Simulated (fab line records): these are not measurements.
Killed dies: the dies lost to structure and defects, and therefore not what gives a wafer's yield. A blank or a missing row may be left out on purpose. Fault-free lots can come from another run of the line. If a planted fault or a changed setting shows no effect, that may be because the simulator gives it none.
The tool behind it: which one? | flow n5-finfet | 27 wafers from 9 lots sampled at 4 of the route's 1938 steps

== WHAT EACH GAUGE READ, for each wafer ==
N5_BEOL_M4_RC_MEAS_101.
lot  | measured     | on        | IOFF_N (nA/um)
L941 | day 9 05:26  | prober-01 | 0.116 0.186 0.196
L946 | day 12 00:50 | prober-02 | 0.134 0.155 0.146
L945 | day 11 22:34 | prober-01 | 0.191 0.124 0.178
L947 | day 12 05:21 | prober-01 | 0.154 0.126 0.142
L949 | day 12 18:04 | prober-02 | 0.139 0.168 0.142
L950 | day 13 03:38 | prober-02 | 0.186 0.135 0.162
L951 | day 13 09:31 | prober-01 | 0.194 0.148 0.170
L952 | day 13 12:22 | prober-02 | 0.124 0.157 0.185
L958 | day 15 03:25 | prober-02 | 0.381 0.221 0.369

== EACH LOT AND THE TOOL THAT RAN IT (in order: tool; ch and the chambers of the sampled wafers; start) ==
lot  | N5_SPACER0_ALD_08                | N5_BEOL_M4_SPUTTER_86        | N5_BEOL_M4_SPUTTER_90
L941 | ald-sin-03 ch 0,1,2, day 3 16:20 | pvd-sputter-03, day 9 03:14  | pvd-sputter-03, day 9 03:41
L946 | ald-sin-01 ch 0,2, day 4 11:47   | pvd-sputter-03, day 11 22:29 | pvd-sputter-03, day 11 22:56
L945 | ald-sin-03 ch 1,2,3, day 4 13:35 | pvd-sputter-03, day 11 20:22 | pvd-sputter-03, day 11 20:49
L947 | ald-sin-03 ch 0,1,3, day 4 19:56 | pvd-sputter-03, day 12 03:09 | pvd-sputter-03, day 12 03:35
L949 | ald-sin-04 ch 0,3, day 5 04:40   | pvd-sputter-01, day 12 15:43 | pvd-sputter-01, day 12 16:09
L950 | ald-sin-03 ch 0,1,3, day 5 10:49 | pvd-sputter-01, day 13 01:22 | pvd-sputter-01, day 13 01:49
L951 | ald-sin-03 ch 1,2, day 5 19:38   | pvd-sputter-03, day 13 05:01 | pvd-sputter-03, day 13 05:28
L952 | ald-sin-04 ch 1,3, day 6 05:01   | pvd-sputter-01, day 13 09:50 | pvd-sputter-01, day 13 10:16
L958 | ald-sin-03 ch 0,2,3, day 7 13:49 | pvd-sputter-01, day 15 01:08 | pvd-sputter-01, day 15 01:34
- N5_SPACER0_ALD_08: deposits SiNx, target thk 2 nm.
- N5_BEOL_M4_SPUTTER_86: material Cu, target thk 4.5 nm, time 8.29 s.
- N5_BEOL_M4_SPUTTER_90: material Cu, target thk 4.5 nm, time 8.29 s.

== THE ANSWER, worked out from the rows above alone ==
Rule: usual is defined by the lots themselves. The widest of any qualifying gaps counts: lots, ordered by their means at a reading, are off when they make up no more than a third of the lots, leave a main group of 4 or more, and stand apart from it by 3 or more times the standard deviation of that group's means. If all means in a main group match to the digits the tables above print for the reading, that group is not used. Also off: a lot with no number at a reading for which 4 or more lots have one. The other lots that the step has rows for count as sound.
Off: L958, at N5_BEOL_M4_RC_MEAS_101 (IOFF_N). For the main group the mean is 0.157 nA/um and the standard deviation 0.01.
If a tool, at a process step before that reading, ran all the lots that are off and no sound lot after the first of them, it fits. Gauges at N5_BEOL_M4_RC_MEAS_101: tried the same way as those tools. Can't be told from this: 3 tools fit, ald-sin-03 at N5_SPACER0_ALD_08, pvd-sputter-01 at N5_BEOL_M4_SPUTTER_86 and N5_BEOL_M4_SPUTTER_90, prober-02 at N5_BEOL_M4_RC_MEAS_101.

== WHAT THE SIMULATOR HAD INSERTED ==
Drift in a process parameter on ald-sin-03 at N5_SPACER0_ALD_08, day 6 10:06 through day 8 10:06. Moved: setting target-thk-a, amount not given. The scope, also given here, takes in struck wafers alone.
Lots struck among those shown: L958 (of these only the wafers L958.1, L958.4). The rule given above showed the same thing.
